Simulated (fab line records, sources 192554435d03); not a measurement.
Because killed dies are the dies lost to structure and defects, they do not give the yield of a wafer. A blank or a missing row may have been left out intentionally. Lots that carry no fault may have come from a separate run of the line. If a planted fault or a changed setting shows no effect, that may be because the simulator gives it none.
Chamber matching	flow n5_finfet	rie_diel-02 running N5_ZERO_LAYER_ETCH_17: 4 sister chambers
The step etches SiO2 in CF4, target depth 12 nm, time 13.3 s. 16 wafers are shown with their chamber, then 8 later ones without.

## WAFERS, EACH WITH ITS CHAMBER
wafer	chamber	drypump_motor_current_A (A)	showerhead_plenum_p_Torr (Torr)	rf_vpp_V (V)
L074.2	0	5.7	2.16	950
L074.3	3	5.9	2.06	943
L074.4	2	5.0	2.14	951
L076.1	0	5.7	2.16	951
L076.2	2	4.9	2.14	949
L076.5	3	5.9	2.06	944
L080.2	1	6.2	2.23	954
L080.4	3	5.9	2.05	944
L080.5	0	5.7	2.16	949
L084.3	0	5.7	2.16	949
L084.5	2	4.9	2.13	950
L084.6	1	6.2	2.23	955
L087.2	0	5.7	2.16	950
L087.3	1	6.2	2.23	954
L087.4	3	5.9	2.05	944
L096.1	2	4.9	2.13	948

SIGNATURES, as means of the wafers listed above
reading	chamber 0	chamber 1	chamber 2	chamber 3	scatter within a chamber
drypump_motor_current_A	5.700	6.200	4.925	5.900	0.025
showerhead_plenum_p_Torr	2.1600	2.2300	2.1350	2.0550	0.00408
rf_vpp_V	949.80	954.33	949.50	943.75	0.876
Rule: a wafer lies at a distance from a chamber equal to the root of the sum of squares, over the readings, of (its reading less the chamber's mean, divided by the reading's scatter). If the next closest chamber is less than 2 further off than the closest, the wafer can't be placed; otherwise it belongs to the closest. The scatter: the root of (the sum of the squares of (reading less its chamber's mean) over the shown wafers, divided by (wafers less chambers)).

## WAFERS WITH NO CHAMBER GIVEN
wafer	drypump_motor_current_A (A)	showerhead_plenum_p_Torr (Torr)	rf_vpp_V (V)
L096.2	5.9	2.04	942
L096.3	6.2	2.22	954
L096.4	5.8	2.15	948
L096.5	5.9	2.04	941
L096.6	4.9	2.13	947
L097.2	5.7	2.15	949
L097.3	5.0	2.12	948
L097.6	5.9	2.04	941

## EACH ONE'S CHAMBER
wafer	from the rows above	in truth
L096.2	3	3
L096.3	1	1
L096.4	0	0
L096.5	3	3
L096.6	2	2
L097.2	0	0
L097.3	2	2
L097.6	3	3
8 of 8 placed correctly. Can't be placed from these rows: 0. Placed wrongly: 0.
